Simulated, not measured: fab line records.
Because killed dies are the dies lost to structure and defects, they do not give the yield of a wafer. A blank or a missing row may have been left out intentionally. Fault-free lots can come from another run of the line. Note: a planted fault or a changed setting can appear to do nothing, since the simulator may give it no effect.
Split-lot experiment / flow n5 finfet / 21 wafers read from 7 lots, route of 1938 steps

## SPLIT DETAILS
At N5_BEOL_M6_EXPOSE_25 (exposes mask V5, target cd 40 nm), the setting dose mj was moved away from the recipe's 45 on 7 of the 21 wafers read, by -2.8% to +7.5%. For the rest of the wafers, this setting stayed at what the recipe calls for.

## FROM THE SPLIT TO THE READING: what the file shows between them, 2 steps
- N5_BEOL_M6_PEB_26: peb time 60 s
- N5_BEOL_M6_DEVELOP_27: develop time 30 s

## THE READING
At N5_BEOL_M6_CD_MEAS_28: cd nm in nanometres, against a target cd of 40 nm. On this fab line, fault-free wafers typically give 39.90 nm with a standard deviation of 0.25 nm.

wafer=L074.2; tool, chamber at the split=euv scanner-01, 0; dose mj as run=45; against the recipe=recipe; cd nm, nm=40.28; against lot-mates on the recipe=-
wafer=L074.3; tool, chamber at the split=euv scanner-01, 0; dose mj as run=43.73; against the recipe=-2.8%; cd nm, nm=39.08; against lot-mates on the recipe=-1.20
wafer=L074.6; tool, chamber at the split=euv scanner-01, 0; dose mj as run=43.73; against the recipe=-2.8%; cd nm, nm=39.24; against lot-mates on the recipe=-1.04
wafer=L075.2; tool, chamber at the split=euv scanner-02, 0; dose mj as run=45; against the recipe=recipe; cd nm, nm=39.89; against lot-mates on the recipe=-
wafer=L075.3; tool, chamber at the split=euv scanner-02, 0; dose mj as run=45; against the recipe=recipe; cd nm, nm=39.90; against lot-mates on the recipe=-
wafer=L075.6; tool, chamber at the split=euv scanner-02, 0; dose mj as run=45; against the recipe=recipe; cd nm, nm=40.16; against lot-mates on the recipe=-
wafer=L084.1; tool, chamber at the split=euv scanner-01, 0; dose mj as run=45; against the recipe=recipe; cd nm, nm=39.96; against lot-mates on the recipe=-
wafer=L084.5; tool, chamber at the split=euv scanner-01, 0; dose mj as run=48.36; against the recipe=+7.5%; cd nm, nm=41.72; against lot-mates on the recipe=+1.76
wafer=L084.6; tool, chamber at the split=euv scanner-01, 0; dose mj as run=48.36; against the recipe=+7.5%; cd nm, nm=41.44; against lot-mates on the recipe=+1.48
wafer=L087.3; tool, chamber at the split=euv scanner-02, 0; dose mj as run=45; against the recipe=recipe; cd nm, nm=39.76; against lot-mates on the recipe=-
wafer=L087.4; tool, chamber at the split=euv scanner-02, 0; dose mj as run=45; against the recipe=recipe; cd nm, nm=39.44; against lot-mates on the recipe=-
wafer=L087.6; tool, chamber at the split=euv scanner-02, 0; dose mj as run=45; against the recipe=recipe; cd nm, nm=40.02; against lot-mates on the recipe=-
wafer=L085.2; tool, chamber at the split=euv scanner-02, 0; dose mj as run=45; against the recipe=recipe; cd nm, nm=39.98; against lot-mates on the recipe=-
wafer=L085.4; tool, chamber at the split=euv scanner-02, 0; dose mj as run=45; against the recipe=recipe; cd nm, nm=39.81; against lot-mates on the recipe=-
wafer=L085.6; tool, chamber at the split=euv scanner-02, 0; dose mj as run=43.99; against the recipe=-2.2%; cd nm, nm=39.40; against lot-mates on the recipe=-0.49
wafer=L090.2; tool, chamber at the split=euv scanner-02, 0; dose mj as run=45; against the recipe=recipe; cd nm, nm=39.96; against lot-mates on the recipe=-
wafer=L090.3; tool, chamber at the split=euv scanner-02, 0; dose mj as run=45; against the recipe=recipe; cd nm, nm=40.18; against lot-mates on the recipe=-
wafer=L090.5; tool, chamber at the split=euv scanner-02, 0; dose mj as run=45; against the recipe=recipe; cd nm, nm=39.52; against lot-mates on the recipe=-
wafer=L088.1; tool, chamber at the split=euv scanner-02, 0; dose mj as run=48.28; against the recipe=+7.3%; cd nm, nm=41.70; against lot-mates on the recipe=+1.55
wafer=L088.3; tool, chamber at the split=euv scanner-02, 0; dose mj as run=45; against the recipe=recipe; cd nm, nm=40.15; against lot-mates on the recipe=-
wafer=L088.4; tool, chamber at the split=euv scanner-02, 0; dose mj as run=48.28; against the recipe=+7.3%; cd nm, nm=41.58; against lot-mates on the recipe=+1.43

THE FIT
A straight line over all 21 wafers: cd nm changes by +0.232 nm for each +1% of dose mj; r = +0.97; the points scatter about the line by 0.21 nm.
The same after taking each lot's own level away (the mean of its wafers on the recipe; 21 wafers): +0.23 nm for each +1%; r = +0.96; scatter 0.22 nm.
That fit puts the effect of the largest move of dose mj on the reading at 1.7 nm.
From 39.740 to 40.280 nm: that is the span of the lots' own levels, equal to 2.2 times the standard deviation above.
So the lot-to-lot level changes the slope little: the two slopes agree.
Check: for one of the wafers moved furthest among these (+7.5%), held out of the fit, the line's prediction against its lot-mates is +1.61 nm. Against them it came out at +1.76 nm.

## OTHER SPLITS ON THESE WAFERS
Note: prior to the reading, these wafers also went through further splits. Each is held against what the fit with the lots' levels taken away leaves over:
other split on the same wafers=N5_BEOL_M6_COAT_64 spin rpm; wafers away from the commonest value=9; r with cd nm (lot level and that fit taken away)=-0.12

## THE WHOLE CHAIN: every reading that the file lists as answering this split, in the file's order
step=N5_BEOL_M6_CD_MEAS_28; what it does=target cd 40 nm; reading=cd nm; change (the file's fit)=+0.223 nm for each +1% of the setting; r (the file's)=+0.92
step=N5_BEOL_M6_DESCUM_33; what it does=chemistry O2, time 7 s; reading=BEOL_M6.cd nm (the simulator's own value, which no gauge read); change (the file's fit)=+0.192 nm for each +1% of the setting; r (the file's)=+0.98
step=N5_BEOL_M6_ETCH_72; what it does=etches underlayer in N2/H2, target depth 6.5 nm, time 5.2 s; reading=BEOL_M6.cd nm (the simulator's own value, which no gauge read); change (the file's fit)=+0.209 nm for each +1% of the setting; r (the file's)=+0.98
step=N5_BEOL_M6_ETCH_66; what it does=etches SOC in N2/H2, target depth 80 nm, overetch 16 nm, time 120 s; reading=BEOL_M6.cd nm (the simulator's own value, which no gauge read); change (the file's fit)=+0.239 nm for each +1% of the setting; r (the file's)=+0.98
step=N5_BEOL_M6_VIA_ETCH_34; what it does=etches SiCOH lowk in C4F6/O2, target depth 126.3 nm, time 50.9 s; reading=BEOL_M6.cd nm (the simulator's own value, which no gauge read); change (the file's fit)=+0.249 nm for each +1% of the setting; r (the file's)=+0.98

## THE FILE'S OWN FIT
cd nm changes by +0.223 nm for each +1% of dose mj, r = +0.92.
